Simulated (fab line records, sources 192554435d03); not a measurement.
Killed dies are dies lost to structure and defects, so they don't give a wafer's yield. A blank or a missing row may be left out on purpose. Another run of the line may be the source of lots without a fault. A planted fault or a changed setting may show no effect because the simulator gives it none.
One fault through the eyes of 2 desks / flow n5_finfet / only its own numbers are on each desk; what lay behind them is given at the end

FOR THE TOOL OWNER'S DESK: rie_diel-04
The tool's own readings at N5_BEOL_M3_ETCH_41 (etches SiCN in CH3F/O2, target depth 29.9 nm, time 52.5 s): means of the sampled wafers that have a number, for each lot that ran on this tool. A lot is out of limits, marked OUT, if its mean lies more than 4 standard deviations from the usual mean; the brackets give that distance.
Columns: A = drypump_motor_current_A at N5_BEOL_M3_ETCH_41, usual 5.5 A; B = oes_product_au at N5_BEOL_M3_ETCH_41, usual 0.76 a.u.; C = rf_fwd_power_W at N5_BEOL_M3_ETCH_41, usual 391.7 W; D = rf_vpp_V at N5_BEOL_M3_ETCH_41, usual 297.0 V; E = showerhead_plenum_p_Torr at N5_BEOL_M3_ETCH_41, usual 1.99 Torr; F = throttle_valve_pct at N5_BEOL_M3_ETCH_41, usual 16.35 %
lot=L494; first seen here=day 9 17:16; A=5.9; B=0.76; C=390.4; D=297.0; E=1.94; F=16.37
lot=L502; first seen here=day 12 16:47; A=5.7; B=0.69; C=390.6; D=296.0; E=1.96; F=16.30
lot=L507; first seen here=day 13 11:23; A=5.5; B=0.68; C=392.6; D=297.7; E=2.02; F=16.30
This desk's finding: nothing out of limits on any of the 3 lots.

METROLOGY DESK
Lot by lot, what the gauges showed, no matter which tool ran the lot: averages of those sampled wafers that carry a number. A lot is out of limits, marked OUT, if its mean lies more than 4 standard deviations from the usual mean; the brackets give that distance. Shown here are 7 of its 10 readings, the ones lying furthest out on some lot.
Columns: A = DIBL_N at N5_BEOL_M4_RC_MEAS_101, usual 36.0 mV/V; B = DIBL_P at N5_BEOL_M4_RC_MEAS_101, usual 36.2 mV/V; C = IOFF_P at N5_BEOL_M4_RC_MEAS_101, usual 0.21 nA/um; D = ION_N at N5_BEOL_M4_RC_MEAS_101, usual 675 uA/um; E = ION_P at N5_BEOL_M4_RC_MEAS_101, usual 463 uA/um; F = VT_N at N5_BEOL_M4_RC_MEAS_101, usual 250.2 mV; G = VT_P at N5_BEOL_M4_RC_MEAS_101, usual -251 mV
lot=L494; first seen here=day 11 03:59; A=36.0; B=35.3; C=0.20; D=670; E=457; F=249.4; G=-251
lot=L497; first seen here=day 12 00:41; A=35.0; B=35.3; C=0.18; D=676; E=461; F=251.8; G=-253
lot=L502; first seen here=day 13 09:50; A=35.4; B=35.5; C=0.16; D=674; E=455; F=250.9; G=-256
lot=L493; first seen here=day 13 18:54; A=35.1; B=36.6; C=0.22; D=684; E=468; F=250.1; G=-251
lot=L507; first seen here=day 14 04:10; A=33.8; B=32.7; C=0.15; D=661; E=448; F=255.0; G=-258
lot=L512; first seen here=day 15 06:32; A=35.5; B=35.9; C=0.23; D=676; E=472; F=248.5; G=-247
This desk's finding: nothing out of limits on any of the 6 lots.

TAKEN TOGETHER
The tool owner's desk saw nothing out of limits.
At the metrology desk, nothing out of limits was observed.

WHAT THE SIMULATOR HAD INSERTED
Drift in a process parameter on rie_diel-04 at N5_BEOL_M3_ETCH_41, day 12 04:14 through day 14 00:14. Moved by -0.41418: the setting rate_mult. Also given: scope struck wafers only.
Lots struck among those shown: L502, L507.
